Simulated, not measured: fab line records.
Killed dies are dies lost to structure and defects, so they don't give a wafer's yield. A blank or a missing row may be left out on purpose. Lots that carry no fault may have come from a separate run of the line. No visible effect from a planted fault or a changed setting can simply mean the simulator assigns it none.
Matching of chambers | flow nand-harc | NHARC_A_STAIRCASE_ALD_415 on ald-hk-04: 4 sister chambers
The step deposits SiO2, target thk 30 nm, pulse time 6 s, ald cycles 300. 8 wafers are shown with their chamber, then 11 later ones without.

WAFERS WITH THEIR CHAMBER
wafer  | chamber | heater-power-w (W) | precursor-pulse-height-rel
L083.6 | 2       | 440                | 1.012
L081.5 | 3       | 523                | 0.967
L087.1 | 3       | 510                | 0.996
L087.5 | 2       | 437                | 0.971
L088.2 | 0       | 523                | 0.967
L088.4 | 1       | 508                | 0.974
L088.6 | 0       | 520                | 1.012
L089.4 | 1       | 506                | 1.007

WAFERS WITH NO CHAMBER GIVEN
wafer  | heater-power-w (W) | precursor-pulse-height-rel
L089.5 | 518                | 1.014
L089.6 | 519                | 0.988
L093.1 | 518                | 0.977
L093.2 | 520                | 0.988
L093.3 | 438                | 1.008
L097.1 | 550                | 1.026
L097.2 | 509                | 1.026
L097.6 | 552                | 1.026
L096.1 | 432                | 0.991
L096.4 | 548                | 1.033
L096.6 | 511                | 1.014

WHICH CHAMBER EACH ONE RAN IN
wafer  | from the rows above          | in truth
L089.5 | can't be placed: 0 or 3 or 1 | 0
L089.6 | can't be placed: 0 or 3 or 1 | 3
L093.1 | can't be placed: 3 or 0 or 1 | 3
L093.2 | can't be placed: 0 or 3      | 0
L093.3 | 2                            | 2
L097.1 | can't be placed: 0 or 3      | 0
L097.2 | can't be placed: 1 or 3 or 0 | 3
L097.6 | can't be placed: 0 or 3      | 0
L096.1 | 2                            | 2
L096.4 | can't be placed: 0 or 3      | 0
L096.6 | can't be placed: 1 or 3 or 0 | 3
Correctly placed: 2 of 11. These rows do not allow placing 9 (true chamber among the candidates in 9). 0 placed wrongly.
How it was worked out, from the rows above alone: a wafer's distance from a chamber is the root of the sum, over the readings, of the square of ((its reading less the chamber's mean) divided by the reading's scatter). If the next closest chamber is less than 2 further off than the closest, the wafer can't be placed; otherwise it belongs to the closest. Each chamber's mean is taken over the wafers shown for it. The scatter: take each reading less its chamber's mean, square it, sum over the shown wafers, divide by the number of wafers less the number of chambers, and take the root.
